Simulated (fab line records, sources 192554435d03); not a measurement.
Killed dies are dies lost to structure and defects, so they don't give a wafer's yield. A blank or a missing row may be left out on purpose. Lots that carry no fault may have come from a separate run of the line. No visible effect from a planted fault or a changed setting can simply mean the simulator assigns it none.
Split-lot experiment	flow n5-finfet	21 wafers read from 7 lots, route of 1938 steps

SPLIT DETAILS
At N5_PASSIVATION_EXPOSE_07 (exposes mask TV, defocus 0 nm, target cd 3000 nm), the setting dose-mj was moved away from the recipe's 22.75 on 3 of the 21 wafers read, by -5.5% to +3.9%. The other wafers ran this setting at the recipe's value.

FROM THE SPLIT TO THE READING: what the file shows between them, 3 steps
- N5_PASSIVATION_PEB_08
- N5_PASSIVATION_DEVELOP_09: develop time 60 s
- N5_PASSIVATION_HARDBAKE_11: time 120 s

THE READING
cd-nm, in nm, at N5_PASSIVATION_CD_MEAS_10 (target cd 3000 nm). A value of 2999.1 nm with a standard deviation of 2.6 nm is what fault-free wafers of this fab line usually give.

wafer	tool, chamber at the split	dose-mj as run	against the recipe	cd-nm, nm	against lot-mates on the recipe
L075.3	krf-scanner-01, 0	22.75	recipe	2996.8	-
L075.4	krf-scanner-01, 0	22.75	recipe	2998.1	-
L075.6	krf-scanner-01, 0	21.8	-4.2%	2983.8	-13.6
L074.2	krf-scanner-02, 0	22.75	recipe	3000.0	-
L074.3	krf-scanner-02, 0	23.63	+3.9%	3011.5	+12.6
L074.6	krf-scanner-02, 0	22.75	recipe	2997.9	-
L083.3	krf-scanner-02, 0	22.75	recipe	2995.5	-
L083.4	krf-scanner-02, 0	22.75	recipe	2997.0	-
L083.5	krf-scanner-02, 0	22.75	recipe	2999.2	-
L087.4	krf-scanner-01, 0	22.75	recipe	3001.4	-
L087.5	krf-scanner-01, 0	22.75	recipe	2999.3	-
L087.6	krf-scanner-01, 0	22.75	recipe	2997.6	-
L086.1	krf-scanner-01, 0	22.75	recipe	3002.5	-
L086.2	krf-scanner-01, 0	22.75	recipe	3004.1	-
L086.4	krf-scanner-01, 0	22.75	recipe	3000.8	-
L091.2	krf-scanner-02, 0	22.75	recipe	2999.5	-
L091.3	krf-scanner-02, 0	21.5	-5.5%	2989.6	-9.9
L091.5	krf-scanner-02, 0	22.75	recipe	2999.5	-
L093.3	krf-scanner-01, 0	22.75	recipe	3002.0	-
L093.5	krf-scanner-01, 0	22.75	recipe	2995.9	-
L093.6	krf-scanner-01, 0	22.75	recipe	2997.5	-

THE FIT
A straight line over all 21 wafers: cd-nm changes by +2.64 nm for each +1% of dose-mj; r = +0.87; the points scatter about the line by 2.7 nm.
The same after taking each lot's own level away (the mean of its wafers on the recipe; 21 wafers): +2.57 nm for each +1%; r = +0.92; scatter 2 nm.
The reading moves by 14 nm for the largest change in dose-mj, on that fit.
The lots' own levels span 2997.23 to 3002.47 nm, that is 2.0 times the standard deviation above.
The two slopes are in agreement: the lot-to-lot level therefore moves the slope only a little.
Check: with one of the wafers moved furthest among these (-5.5%) left out of the fit, the line predicts -17.9 nm for it against its lot-mates. It came out at -9.9 nm against them.

OTHER SPLITS ON THESE WAFERS
Note: prior to the reading, these wafers also went through further splits. Each is held against what the fit with the lots' levels taken away leaves over:
other split on the same wafers	wafers away from the commonest value	r with cd-nm (lot level and that fit taken away)
N5_BEOL_M15_EXPOSE_07 dose-mj	9	+0.04
N5_PASSIVATION_PECVD_55 time-s	7	+0.01

FILE'S OWN FIT
cd-nm changes by +2.55 nm for each +1% of dose-mj, r = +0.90.
